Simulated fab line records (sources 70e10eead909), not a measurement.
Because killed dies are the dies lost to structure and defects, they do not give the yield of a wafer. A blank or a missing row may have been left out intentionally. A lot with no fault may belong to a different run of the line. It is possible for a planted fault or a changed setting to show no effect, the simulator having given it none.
Chamber matching	flow nand harc	3 sister chambers for NHARC_A_CHANNEL_HOLE_D1_DEP_01 on pecvd-03
The step deposits SiON, target thk 140 nm. 6 wafers are shown with their chamber, then 8 later ones without.

== WAFERS PAIRED WITH THEIR CHAMBERS ==
wafer	chamber	heater power w (W)
L749.4	2	701
L749.5	0	642
L753.2	0	621
L753.4	1	723
L753.6	2	733
L755.2	1	713

== WAFERS WITH NO CHAMBER GIVEN ==
wafer	heater power w (W)
L755.4	720
L755.6	715
L757.3	561
L757.5	806
L758.3	651
L758.5	667
L759.3	715
L759.6	679

== EACH ONE'S CHAMBER ==
wafer	from the rows above	in truth
L755.4	can't be placed: 1 or 2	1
L755.6	can't be placed: 2 or 1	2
L757.3	0	0
L757.5	can't be placed: 1 or 2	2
L758.3	0	0
L758.5	can't be placed: 0 or 2 or 1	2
L759.3	can't be placed: 2 or 1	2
L759.6	can't be placed: 2 or 1 or 0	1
Placed correctly: 2 of 8. Cannot be placed on the basis of these rows: 6; the candidates contain the true chamber in 6. Number placed wrongly: 0.
How it was worked out, from the rows above alone: a wafer's distance from a chamber is the root of the sum, over the readings, of the square of ((its reading less the chamber's mean) divided by the reading's scatter). If the next closest chamber is less than 2 further off than the closest, the wafer can't be placed; otherwise it belongs to the closest. For every chamber, the mean is computed from those of its wafers that are shown. How the scatter is found: for the shown wafers, subtract from each reading the mean of its chamber, square and add these, divide the total by (wafers less chambers), then take the root.
